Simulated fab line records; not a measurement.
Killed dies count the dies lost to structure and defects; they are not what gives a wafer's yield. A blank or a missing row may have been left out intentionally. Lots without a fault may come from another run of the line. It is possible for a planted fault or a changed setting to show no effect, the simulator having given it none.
Which tool did it? ; flow n5_finfet ; Sampling: 14 lots, 42 wafers, 3 of 1938 route steps

## WHAT EACH GAUGE READ, for each wafer
N5_HKMG_FIN_OVL_MEAS_50.
lot;measured;on;NDIPOLE_OVL (nm)
L520;day 4 05:08;overlay-02;-0.2 -0.3 0.5
L521;day 4 07:06;overlay-02;2.4 1.0 1.5
L523;day 4 17:18;overlay-02;1.4 1.0 1.6
L524;day 5 00:29;overlay-01;2.9 2.4 1.4
L526;day 5 12:11;overlay-02;0.7 0.4 1.5
L527;day 5 19:32;overlay-02;0.8 1.3 1.3
L528;day 5 23:25;overlay-02;0.2 0.1 0.1
L529;day 6 06:15;overlay-01;0.7 0.8 0.7
L533;day 7 06:47;overlay-01;1.9 1.6 1.8
L538;day 8 15:37;overlay-01;- - -
L539;day 8 21:35;overlay-01;- - -
L540;day 9 02:16;overlay-01;0.7 0.8 0.6
L541;day 9 05:07;overlay-02;1.3 2.3 1.3
L542;day 9 17:02;overlay-02;-0.2 0.1 0.7

## WHICH TOOL RAN EACH LOT (tool, then ch and the chambers of the sampled wafers, then the start)
lot;N5_HKMG_FIN_HK_ALD_01;N5_HKMG_FIN_PEB_47
L520;ald_hk-02 ch 0,1,3, day 4 04:04;litho_track-05 ch 0, day 4 05:03
L521;ald_hk-02 ch 0,3, day 4 06:01;litho_track-01 ch 0, day 4 07:00
L523;ald_hk-03 ch 0,2,3, day 4 16:26;litho_track-02 ch 0, day 4 17:13
L524;ald_hk-03 ch 0,1, day 4 23:31;litho_track-05 ch 0, day 5 00:23
L526;ald_hk-01 ch 0,1,3, day 5 11:08;litho_track-01 ch 0, day 5 12:06
L527;ald_hk-03 ch 0,1,2, day 5 18:41;litho_track-05 ch 0, day 5 19:26
L528;ald_hk-03 ch 1,2, day 5 22:32;litho_track-01 ch 0, day 5 23:19
L529;ald_hk-01 ch 1,2,3, day 6 04:58;litho_track-05 ch 0, day 6 06:09
L533;ald_hk-03 ch 0,1,2, day 7 05:56;litho_track-01 ch 0, day 7 06:41
L538;ald_hk-02 ch 0,1,3, day 8 14:37;litho_track-05, day 8 15:31
L539;ald_hk-03 ch 0,1,3, day 8 20:44;litho_track-01, day 8 21:29
L540;ald_hk-03 ch 0,2,3, day 9 01:17;litho_track-05 ch 0, day 9 02:10
L541;ald_hk-03 ch 0,2, day 9 04:08;litho_track-02 ch 0, day 9 05:01
L542;ald_hk-03 ch 0,2,3, day 9 16:11;litho_track-05 ch 0, day 9 16:56
- N5_HKMG_FIN_HK_ALD_01: deposits HfO2, target thk 1.6 nm, pulse time 3 s, purge time 3 s.
- N5_HKMG_FIN_PEB_47: peb time 60 s.

## WHAT THE TOOLS THEMSELVES READ (means of the sampled wafers that have a number; where no wafer has one, the mark that the record gives instead)
N5_HKMG_FIN_HK_ALD_01.
lot;tool;precursor_pulse_height_rel
L520;ald_hk-02;1.001
L521;ald_hk-02;0.999
L523;ald_hk-03;1.000
L524;ald_hk-03;0.988
L526;ald_hk-01;1.006
L527;ald_hk-03;0.998
L528;ald_hk-03;0.990
L529;ald_hk-01;1.015
L533;ald_hk-03;0.988
L538;ald_hk-02;0.998
L539;ald_hk-03;1.019
L540;ald_hk-03;0.998
L541;ald_hk-03;0.975
L542;ald_hk-03;1.012

N5_HKMG_FIN_PEB_47.
lot;tool;chill_plate_temp_C (C);exhaust_pa (Pa);resist_line_temp_C (C)
L520;litho_track-05;22.97;44.3;23.05
L521;litho_track-01;22.90;44.4;23.01
L523;litho_track-02;23.00;45.0;23.17
L524;litho_track-05;22.99;44.4;22.97
L526;litho_track-01;22.88;44.5;23.01
L527;litho_track-05;22.85;44.6;22.95
L528;litho_track-01;22.88;45.4;23.06
L529;litho_track-05;23.03;45.5;22.93
L533;litho_track-01;22.97;43.4;23.10
L538;litho_track-05;-;-;-
L539;litho_track-01;-;-;-
L540;litho_track-05;23.05;45.1;23.00
L541;litho_track-02;23.08;44.7;23.09
L542;litho_track-05;22.98;45.4;22.96

## THE ANSWER, worked out from the rows above alone
Rule: usual is defined by the lots themselves. Put in order of their means at a reading, lots are off if they are a third of the lots or fewer, leave a main group of 4 or more, and stand apart from it by a gap of 3 or more times the standard deviation of the main group's means; of several such gaps the widest counts. The tables above print the reading to a certain number of digits; a main group whose means all agree to those digits is not used. Also off: a lot with no number at a reading for which 4 or more lots have one. The other lots that the step has rows for count as sound. Order of review: gauges by route order, followed by the tools' own readings, for which a lot's mean as printed above is used. At the first step where some lot is off, the reading lying furthest off is the one used; lots without a number count as furthest.
Off: L538, L539, at N5_HKMG_FIN_OVL_MEAS_50 (NDIPOLE_OVL). Without a number there: L538, L539. For the main group the mean is 1.0 nm and the standard deviation 0.68.
If a tool, at a process step before that reading, ran all the lots that are off and no sound lot after the first of them, it fits. Not tried: the gauges at N5_HKMG_FIN_OVL_MEAS_50; whatever is off there is also off at N5_HKMG_FIN_PEB_47, on other tools, and gauge error can't account for it. No candidate that was tried fits.

## WHAT HAD BEEN PUT IN BY THE SIMULATOR
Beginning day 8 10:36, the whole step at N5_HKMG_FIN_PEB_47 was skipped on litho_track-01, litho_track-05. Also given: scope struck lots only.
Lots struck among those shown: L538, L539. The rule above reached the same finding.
